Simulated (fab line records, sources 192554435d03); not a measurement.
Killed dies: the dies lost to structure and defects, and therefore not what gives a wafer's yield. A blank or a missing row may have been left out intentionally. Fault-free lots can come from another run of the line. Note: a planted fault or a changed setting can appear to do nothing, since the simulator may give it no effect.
2 desks looking at one fault :: flow n5-finfet :: every desk sees just its own numbers, and what lay behind them comes last

THE METROLOGY DESK
What the gauges read for every lot (on any tool): the sampled wafers with a number, averaged. The brackets show how far a lot's mean lies from the usual mean; more than 4 standard deviations puts the lot out of limits, marked OUT. It has 12 readings; the 7 that lie furthest out on some lot are the ones shown.
Columns: A = trench-depth-nm at N5_BEOL_M3_OCD_MEAS_38, usual 55.4 nm; B = DIBL_P at N5_BEOL_M4_RC_MEAS_101, usual 36.5 mV/V; C = IOFF_P at N5_BEOL_M4_RC_MEAS_101, usual 0.22 nA/um; D = ION_N at N5_BEOL_M4_RC_MEAS_101, usual 677 uA/um; E = ION_P at N5_BEOL_M4_RC_MEAS_101, usual 463 uA/um; F = SS_N at N5_BEOL_M4_RC_MEAS_101, usual 71.6 mV/dec; G = VT_P at N5_BEOL_M4_RC_MEAS_101, usual -250 mV
lot: L109
first seen here: day 7 05:01
A: 54.9
B: 33.3
C: 0.17
D: 662
E: 450
F: 70.9
G: -254

lot: L114
first seen here: day 8 20:40
A: 55.0
B: 36.2
C: 0.22
D: 685
E: 471
F: 71.6
G: -247

lot: L116
first seen here: day 9 05:48
A: 55.2
B: 34.4
C: 0.19
D: 673
E: 460
F: 71.1
G: -250

lot: L117
first seen here: day 9 11:48
A: 55.9
B: 35.0
C: 0.20
D: 677
E: 463
F: 70.9
G: -251

lot: L122
first seen here: day 10 19:42
A: 56.3
B: 37.1
C: 0.20
D: 677
E: 459
F: 72.2
G: -252

lot: L123
first seen here: day 10 19:49
A: 54.0
B: 35.0
C: 0.21
D: 680
E: 470
F: 71.2
G: -250

lot: L126
first seen here: day 11 17:52
A: 55.2
B: 33.4
C: 0.19
D: 672
E: 457
F: 71.1
G: -250

lot: L130
first seen here: day 13 07:34
A: 55.9
B: 34.5
C: 0.20
D: 656
E: 460
F: 71.2
G: -250

lot: L131
first seen here: day 13 07:58
A: 54.5
B: 37.6
C: 0.25
D: 681
E: 471
F: 71.9
G: -246

lot: L132
first seen here: day 13 10:43
A: 56.3
B: 37.8
C: 0.24
D: 667
E: 461
F: 72.4
G: -248
This desk's finding: nothing out of limits on any of the 10 lots.

TOOL OWNER'S DESK, rie-diel-01
The tool's own readings at N5_BEOL_M3_ETCH_69 (etches SiARC in CF4, target depth 15.6 nm, time 26 s): means of the sampled wafers that have a number, for each lot that ran on this tool. The brackets show how far a lot's mean lies from the usual mean; more than 4 standard deviations puts the lot out of limits, marked OUT.
Columns: A = drypump-motor-current-A at N5_BEOL_M3_ETCH_69, usual 5.7 A; B = etch-rf-on-time-s at N5_BEOL_M3_ETCH_69, usual 26.0 s; C = oes-product-au at N5_BEOL_M3_ETCH_69, usual 0.66 a.u.; D = rf-vpp-V at N5_BEOL_M3_ETCH_69, usual 184.1 V; E = showerhead-plenum-p-Torr at N5_BEOL_M3_ETCH_69, usual 2.14 Torr; F = throttle-valve-pct at N5_BEOL_M3_ETCH_69, usual 15.61 %
lot: L109
first seen here: day 7 02:02
A: 5.9
B: 25.9
C: 0.72
D: 185.0
E: 2.18
F: 15.58

lot: L117
first seen here: day 9 11:04
A: 5.8
B: 26.1
C: 0.68
D: 184.5
E: 2.13
F: 15.58

lot: L122
first seen here: day 10 15:13
A: 6.0
B: 24.2
C: 0.71
D: 184.2
E: 2.16
F: 15.49

lot: L123
first seen here: day 10 15:29
A: 5.7
B: 22.9 (-5.3) OUT
C: 0.74
D: 183.1
E: 2.20
F: 15.72
This desk finds L123 out of limits, L123 being first, at day 10 15:29 (etch-rf-on-time-s at N5_BEOL_M3_ETCH_69). In limits: L109, L117, L122.

PUT TOGETHER
On L123, at day 10 15:29, an alarm was possible from the tool owner's desk.
At the metrology desk, nothing out of limits was observed.
The metrology desk holds a record of L123, inside its limits.
N5_BEOL_M3_ETCH_69 was run on rie-diel-01 by each of the lots named.

WHAT THE SIMULATOR HAD INSERTED
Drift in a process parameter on rie-diel-01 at N5_BEOL_M3_ETCH_69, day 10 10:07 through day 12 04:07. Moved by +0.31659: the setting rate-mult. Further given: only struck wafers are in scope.
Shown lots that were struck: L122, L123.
Each desk's first reading out of limits, in hours after the fault started: the tool owner's desk, 5.
